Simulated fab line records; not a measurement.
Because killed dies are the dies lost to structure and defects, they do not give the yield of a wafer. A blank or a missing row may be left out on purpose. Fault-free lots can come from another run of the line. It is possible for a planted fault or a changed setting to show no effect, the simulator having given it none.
Which tool did it?    flow nand_harc    Sampling: 6 lots, 18 wafers, 4 of 1302 route steps

## WHAT THE GAUGES SHOWED, per wafer
NHARC_A_DECK1_JOINT_THK_MEAS_17: measures by ellipsometry.
lot   measured      on             thk_nm (nm)
L676  day 13 00:28  film_metro-01  45.3 47.2 45.7
L679  day 14 12:41  film_metro-01  43.2 45.4 44.4
L682  day 16 00:02  film_metro-02  45.3 46.4 46.8
L689  day 18 10:47  film_metro-02  44.7 61.3 61.5
L691  day 19 08:25  film_metro-01  43.7 44.4 62.3
L695  day 21 06:52  film_metro-02  45.1 45.4 44.1

## WHICH TOOL RAN EACH LOT (tool, then ch and the chambers of the sampled wafers, then the start)
lot   NHARC_A_CHANNEL_FILL_D1_ALD_14    NHARC_A_CHANNEL_FILL_D1_CMP_10  NHARC_A_DECK1_JOINT_DEP_16
L676  ald_hk-02 ch 1,2, day 9 23:01     cmp-01 ch 1,2,3, day 11 15:46   pecvd-03 ch 0,1, day 13 00:14
L679  ald_hk-03 ch 0,1,2, day 11 01:55  cmp-04 ch 0,3, day 12 18:18     pecvd-03 ch 0,1,2, day 14 12:25
L682  ald_hk-01 ch 1,2, day 12 17:56    cmp-01 ch 1,2,3, day 14 16:27   pecvd-02 ch 0,1,2, day 15 23:46
L689  ald_hk-01 ch 0,1, day 15 04:06    cmp-04 ch 1,3, day 16 23:07     pecvd-01 ch 0,2, day 18 10:31
L691  ald_hk-02 ch 1,3, day 16 02:58    cmp-03 ch 2,3, day 17 19:12     pecvd-01 ch 0,1,2, day 19 08:10
L695  ald_hk-01 ch 1,2,3, day 18 00:07  cmp-04 ch 0,2,3, day 19 16:31   pecvd-02 ch 0,2, day 21 06:37
- NHARC_A_CHANNEL_FILL_D1_ALD_14: deposits SiO2, target thk 2.5 nm, pulse time 10 s, ald cycles 25.
- NHARC_A_CHANNEL_FILL_D1_CMP_10: polishes, target thk 150 nm.
- NHARC_A_DECK1_JOINT_DEP_16: deposits SiO2, target thk 45 nm.

## THE ANSWER, worked out from the rows above alone
Rule: the lots themselves supply what counts as usual. The widest of any qualifying gaps counts: lots, ordered by their means at a reading, are off when they make up no more than a third of the lots, leave a main group of 4 or more, and stand apart from it by 3 or more times the standard deviation of that group's means. A main group whose means are all the same, to the digits that the tables above print for the reading, isn't used. A lot without any number at a reading at which 4 lots or more have one is off too. The other lots that the step has rows for count as sound.
Off, at NHARC_A_DECK1_JOINT_THK_MEAS_17 on thk_nm: L689, L691. For the main group the mean is 45.4 nm and the standard deviation 0.78.
A tool fits if, at a process step before that reading, it ran every lot that is off, and no sound lot after the first of them. The gauges at NHARC_A_DECK1_JOINT_THK_MEAS_17 are tried like those tools. One fits: pecvd-01 at NHARC_A_DECK1_JOINT_DEP_16. It ran no sound lot before its first lot that is off in this sample, so the start can't be narrowed down.

## WHAT THE SIMULATOR HAD PUT IN
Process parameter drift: pecvd-01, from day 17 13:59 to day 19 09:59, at NHARC_A_DECK1_JOINT_DEP_16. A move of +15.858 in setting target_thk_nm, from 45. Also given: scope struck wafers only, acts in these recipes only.
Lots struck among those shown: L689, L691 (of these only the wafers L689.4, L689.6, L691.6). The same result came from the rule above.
